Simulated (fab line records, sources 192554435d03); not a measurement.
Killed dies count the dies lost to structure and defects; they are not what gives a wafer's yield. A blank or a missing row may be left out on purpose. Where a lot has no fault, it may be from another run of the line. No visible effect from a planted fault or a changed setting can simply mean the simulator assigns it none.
Chamber matching | flow n5Finfet | N5_BEOL_M8_DESCUM_16 on rieDiel-04: 4 sister chambers
The step chemistry O2, time 7.9 s. 16 wafers are shown with their chamber, then 8 later ones without.

## WAFERS WITH THEIR CHAMBER
wafer  | chamber | showerheadPlenumPTorr (Torr) | throttleValvePct (%) | drypumpMotorCurrentA (A)
L077.1 | 0       | 2.03                         | 20.29                | 5.5
L077.2 | 3       | 2.14                         | 20.64                | 4.9
L077.5 | 2       | 2.02                         | 20.50                | 5.3
L080.1 | 0       | 2.02                         | 20.30                | 5.4
L080.3 | 1       | 2.24                         | 20.31                | 5.3
L080.5 | 3       | 2.14                         | 20.64                | 4.9
L089.2 | 3       | 2.13                         | 20.70                | 4.8
L089.5 | 2       | 2.02                         | 20.53                | 5.3
L089.6 | 1       | 2.24                         | 20.31                | 5.3
L088.1 | 1       | 2.24                         | 20.33                | 5.3
L088.3 | 3       | 2.13                         | 20.68                | 4.9
L088.6 | 2       | 2.01                         | 20.54                | 5.3
L090.2 | 3       | 2.13                         | 20.70                | 4.8
L090.5 | 0       | 2.02                         | 20.32                | 5.4
L090.6 | 3       | 2.13                         | 20.70                | 4.8
L092.2 | 2       | 2.01                         | 20.54                | 5.3

SIGNATURES (averages over the wafers above)
reading               | chamber 0 | chamber 1 | chamber 2 | chamber 3 | scatter within a chamber
showerheadPlenumPTorr | 2.0233    | 2.2400    | 2.0150    | 2.1333    | 0.005
throttleValvePct      | 20.3033   | 20.3167   | 20.5275   | 20.6767   | 0.0226
drypumpMotorCurrentA  | 5.433     | 5.300     | 5.300     | 4.850     | 0.0425
Rule: for a wafer and a chamber, the distance is found by dividing, reading by reading, the gap between the wafer's reading and the chamber's mean by the reading's scatter, squaring, summing and taking the root. The wafer belongs to the nearest chamber; if the next one is less than 2 further off, it can't be placed. The scatter: the root of (the sum of the squares of (reading less its chamber's mean) over the shown wafers, divided by (wafers less chambers)).

## WAFERS WITH NO CHAMBER GIVEN
wafer  | showerheadPlenumPTorr (Torr) | throttleValvePct (%) | drypumpMotorCurrentA (A)
L092.3 | 2.23                         | 20.36                | 5.3
L092.5 | 2.01                         | 20.35                | 5.5
L096.3 | 2.13                         | 20.24                | 4.9
L096.5 | 2.13                         | 20.27                | 4.9
L096.6 | 2.01                         | 20.37                | 5.5
L097.1 | 2.23                         | 20.37                | 5.3
L097.2 | 2.13                         | 20.24                | 4.9
L097.6 | 2.13                         | 20.25                | 4.9

## WHICH CHAMBER EACH ONE RAN IN
wafer  | from the rows above | in truth
L092.3 | 1                   | 1
L092.5 | 0                   | 0
L096.3 | 3                   | 3
L096.5 | 3                   | 3
L096.6 | 0                   | 0
L097.1 | 1                   | 1
L097.2 | 3                   | 3
L097.6 | 3                   | 3
Correct placement for 8 of the 8. From these rows, 0 cannot be placed. Wrongly placed: 0.
